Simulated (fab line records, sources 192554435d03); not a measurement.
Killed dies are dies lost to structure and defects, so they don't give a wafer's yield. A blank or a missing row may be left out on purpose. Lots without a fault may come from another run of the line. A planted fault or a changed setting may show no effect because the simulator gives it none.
Split-lot experiment | flow n5_finfet | 7 lots, 21 wafers read, on a route of 1938 steps

THE SPLIT
At N5_BEOL_M13_COAT_65 (time 60 s, resist thk 350 nm), the setting spin_rpm was moved away from the recipe's 1500 rpm on 7 of the 21 wafers read, by -7.6% to +11.1%. The other wafers ran this setting at the recipe's value.

The reading is taken at the split's own step.

THE READING
SOC_of_BEOL_M13_COAT_65.thk_nm (the simulator's own value, which no gauge read), in nm, at N5_BEOL_M13_COAT_65 (time 60 s, resist thk 350 nm). The file gives no usual value for it. The 14 wafers here that ran the recipe average 349.4 nm, standard deviation 0.69 nm.

wafer  | tool, chamber at the split | spin_rpm as run, rpm | against the recipe | SOC_of_BEOL_M13_COAT_65.thk_nm, nm | against lot-mates on the recipe
L078.1 | litho_track-05, 0          | 1666                 | +11.1%             | 332.8                              | no lot-mate on the recipe
L078.3 | litho_track-05, 0          | 1666                 | +11.1%             | 332.6                              | no lot-mate on the recipe
L078.6 | litho_track-05, 0          | 1666                 | +11.1%             | 332.4                              | no lot-mate on the recipe
L079.1 | litho_track-05, 0          | 1500                 | recipe             | 349.6                              | -
L079.3 | litho_track-05, 0          | 1500                 | recipe             | 350                                | -
L079.6 | litho_track-05, 0          | 1500                 | recipe             | 349.2                              | -
L081.3 | litho_track-04, 0          | 1500                 | recipe             | 349.8                              | -
L081.5 | litho_track-04, 0          | 1430                 | -4.7%              | 358.4                              | +8.6
L081.6 | litho_track-04, 0          | 1430                 | -4.7%              | 360                                | +10.2
L088.1 | litho_track-04, 0          | 1500                 | recipe             | 348.2                              | -
L088.3 | litho_track-04, 0          | 1500                 | recipe             | 349                                | -
L088.4 | litho_track-04, 0          | 1500                 | recipe             | 348                                | -
L090.2 | litho_track-05, 0          | 1556                 | +3.7%              | 342.8                              | -7.0
L090.4 | litho_track-05, 0          | 1500                 | recipe             | 349.8                              | -
L090.5 | litho_track-05, 0          | 1500                 | recipe             | 349.8                              | -
L092.1 | litho_track-05, 0          | 1500                 | recipe             | 350.6                              | -
L092.3 | litho_track-05, 0          | 1500                 | recipe             | 350                                | -
L092.5 | litho_track-05, 0          | 1500                 | recipe             | 349.6                              | -
L095.1 | litho_track-04, 0          | 1500                 | recipe             | 349                                | -
L095.6 | litho_track-04, 0          | 1500                 | recipe             | 349                                | -
L095.3 | litho_track-04, 0          | 1386                 | -7.6%              | 363.4                              | +14.4

THE FIT
A straight line over all 21 wafers: SOC_of_BEOL_M13_COAT_65.thk_nm changes by -1.63 nm for each +1% of spin_rpm; r = -0.99; the points scatter about the line by 1.1 nm.
The same after taking each lot's own level away (the mean of its wafers on the recipe; 18 wafers): -1.93 nm for each +1%; r = -1.00; scatter 0.44 nm.
On that fit, the largest move of spin_rpm shifts the reading by 21 nm.
The lots' own levels span 348.40 to 350.07 nm, that is 2.4 times the standard deviation above.
So the lot-to-lot level changes the slope: the two fits differ.
Check: with one of the wafers moved furthest among these (-7.6%) left out of the fit, the line predicts +15.1 nm for it against its lot-mates. It came out at +14.4 nm against them.

OTHER SPLITS ON THESE WAFERS
These wafers also went through other splits before the reading. Each is held against what the fit with the lots' levels taken away leaves over:
other split on the same wafers | wafers away from the commonest value | r with SOC_of_BEOL_M13_COAT_65.thk_nm (lot level and that fit taken away)
N5_BEOL_M11_EXPOSE_08 dose_mj  | 5                                    | -0.07

THE FILE'S OWN FIT
SOC_of_BEOL_M13_COAT_65.thk_nm changes by -1.92 nm for each +1% of spin_rpm, r = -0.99.
